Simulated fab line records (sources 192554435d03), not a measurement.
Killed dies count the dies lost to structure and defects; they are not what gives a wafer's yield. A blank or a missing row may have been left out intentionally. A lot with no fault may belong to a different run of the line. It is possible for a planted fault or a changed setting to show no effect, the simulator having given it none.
A lot that was struck, set against a sound lot + flow n5_finfet + 41 out of 1938 route steps
Sound: wafers L681.1, L681.2, L681.4. The struck wafers were L688.4, L688.5, L688.6. The cause comes at the end.
Order at every step that has rows: each side's tool, ch and its chambers, its first start. Under that, the readings that differ: sound wafers + struck wafers + difference of the means + sigmas: that difference in standard deviations of wafers without a fault.
alike: a reading whose means differ by less than 2 such deviations, as well as words and numbers matching on both sides. not compared: withheld readings; readings where some wafer has no value; bounds like >300 that might hide an equal value; numbers whose values overlap and for which the record gives no deviation.
The two part at a step that has a row with sigmas, a row that says differs or no value, or rows on one side only. When numbers do not overlap yet have no deviation, they are printed without sigmas and do not part them. A reading that every wafer of one side lacks parts them only if that side has two wafers or more.

first, 11 steps without rows for these wafers: N5_HKMG_FIN_PRECLEAN_64 (cleans in dHF, time 30 s); N5_HKMG_FIN_WET_ETCH_65 (etches a-Si in TMAH, stops on TiN, time 49 s, target depth 3 nm); N5_HKMG_FIN_WET_ETCH_81 (etches TiN in SC1, stops on HfO2, time 57 s, target depth 6 nm); N5_HKMG_FIN_WET_ETCH_82 (etches La2O3 in dHCl, stops on HfO2, target depth 2 nm, rinse time 30 s); N5_HKMG_FIN_ALD_36 (deposits TiN, target thk 1 nm, pulse time 1 s, purge time 3 s); N5_HKMG_FIN_PWFM_ALD_03 (deposits TiN, target thk 2 nm, pulse time 1 s, purge time 3 s); N5_HKMG_FIN_COAT_29 (time 60 s, resist thk 300 nm); N5_HKMG_FIN_COAT_30 (time 60 s, resist thk 35 nm); N5_HKMG_FIN_COAT_06 (resist thk 90 nm); N5_HKMG_FIN_EBR_08; N5_HKMG_FIN_SOFTBAKE_07 (time 60 s).
N5_HKMG_FIN_EXPOSE_09: exposes mask NWFM.
  sound on arfi_scanner-03 ch 0, day 6 16:56; struck on arfi_scanner-03 ch 0, day 8 12:36
| reading              | sound             | struck            | difference | sigmas      |
|----------------------|-------------------|-------------------|------------|-------------|
| exposure_dose_mJ_cm2 | 39.23 39.27 39.22 | 52.75 52.66 52.69 | +13.46     | +99 or more |
  alike: mask, focus_offset_nm, reticle_temp_C
then, 2 steps without rows for these wafers: N5_HKMG_FIN_PEB_10 (peb time 60 s); N5_HKMG_FIN_DEVELOP_11 (develop time 30 s).
N5_HKMG_FIN_CD_MEAS_12 targets a cd of 92.8 nm.
  sound on cd_sem-03 ch 0, day 6 17:04; struck on cd_sem-02 ch 0, day 8 12:43
| reading    | sound          | struck            | difference | sigmas |
|------------|----------------|-------------------|------------|--------|
| cd_nm (nm) | 92.1 92.7 92.6 | 112.1 111.3 112.0 | +19.3      | +31    |
then, 24 steps without rows for these wafers: N5_HKMG_FIN_DESCUM_17 (chemistry O2, time 7.9 s); N5_HKMG_FIN_ETCH_31 (etches SiARC in CF4, target depth 45.5 nm, time 75.8 s); N5_HKMG_FIN_ETCH_32 (etches SOC in N2/H2, target depth 240 nm, time 300 s); N5_HKMG_FIN_STRIP_33 (strips in N2/H2); N5_HKMG_FIN_STRIP_34 (strips in CF4); N5_HKMG_FIN_ETCH_35 (etches SOC in N2/H2, target depth 215.8 nm, time 243.4 s); N5_HKMG_FIN_STRIP_92 (strips SOC in N2/H2, time 20 s); N5_HKMG_FIN_WET_ETCH_18 (etches TiN in SC1, time 55 s, target depth 5.2 nm, rinse time 30 s); N5_HKMG_FIN_STRIP_19 (strips in N2/H2, time 360 s); N5_HKMG_FIN_ALD_91 (deposits TiN, target thk 1 nm, pulse time 1 s, purge time 3 s); N5_HKMG_FIN_COAT_85 (time 60 s, resist thk 300 nm); N5_HKMG_FIN_ETCH_86 (etches SOC in N2/H2, stops on TiN, target depth 393.2 nm); N5_HKMG_FIN_STRIP_89 (strips SOC in N2/H2, time 20 s); N5_HKMG_FIN_WET_ETCH_87 (etches TiN in SC1, time 154.2 s, target depth 4.7 nm, rinse time 30 s); N5_HKMG_FIN_STRIP_88 (strips in N2/H2, time 360 s); N5_HKMG_FIN_NWFM_ALD_20 (deposits TiAlC, target thk 2 nm, pulse time 3 s, purge time 2 s); N5_HKMG_FIN_ALD_71 (deposits TiN, target thk 1 nm, pulse time 1 s, purge time 3 s); N5_HKMG_FIN_COAT_66 (time 60 s, resist thk 300 nm); N5_HKMG_FIN_ETCH_67 (etches SOC in N2/H2, stops on TiN, target depth 388.9 nm); N5_HKMG_FIN_STRIP_90 (strips SOC in N2/H2, time 20 s); N5_HKMG_FIN_WET_ETCH_73 (etches the open film in SC1, time 42.3 s, target depth 1.3 nm, rinse time 30 s); N5_HKMG_FIN_ETCHBACK_68 (etches the open film in Cl2/Ar, stops on HfO2, target depth 0.5 nm); N5_HKMG_FIN_STRIP_69 (strips in N2/H2, time 360 s); N5_HKMG_FIN_ALD_21 (deposits TiN, target thk 1.5 nm, pulse time 1 s, purge time 3 s).
N5_BEOL_M4_RC_MEAS_101:
  the record has rows for the sound wafers here (prober-02 ch 0, day 11 21:07) and none for the struck ones
-- a jump in the record: the struck wafers' starts before and after are 9 days apart (it breaks off in module BEOL_M4 and resumes in module PASSIVATION, where the first step shown is number 1936 of the route) --
N5_PASSIVATION_PROBE_49:
  sound on prober-02 at day 16 12:52; struck on prober-01 at day 17 10:46
| reading                  | sound          | struck         | difference | sigmas |
|--------------------------|----------------|----------------|------------|--------|
| defect_limited_yield (%) | 90.4 91.4 93.6 | 33.8 25.8 27.6 | -62.7      | -42    |
| killed_at_front_end      | 44 41 23       | 741 798 790    | +740       | +57    |
| killed_dies              | 113 101 75     | 781 876 854    | +741       | +44    |
| killed_on_rim            | 21 8 7         | 149 151 151    | +138       | +36    |
| sort_n_pass              | 1067 1079 1105 | 399 304 326    | -741       | -41    |
| sort_yield_pct (%)       | 90.4 91.4 93.6 | 33.8 25.8 27.6 | -62.7      | -42    |
  alike: killed_at_M0_to_M3, killed_at_M4_up, killed_at_contacts, killed_at_other, killed_open, killed_short, sort_bin_5_function, sort_bin_6_memory

WHERE THEY PART
At N5_HKMG_FIN_EXPOSE_09 first; at N5_PASSIVATION_PROBE_49 last (within this record only).

WHY: the cause the simulator had injected
Process parameters drifting: arfi_scanner-03 at N5_HKMG_FIN_EXPOSE_09, beginning at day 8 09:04. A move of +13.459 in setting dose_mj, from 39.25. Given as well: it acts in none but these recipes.
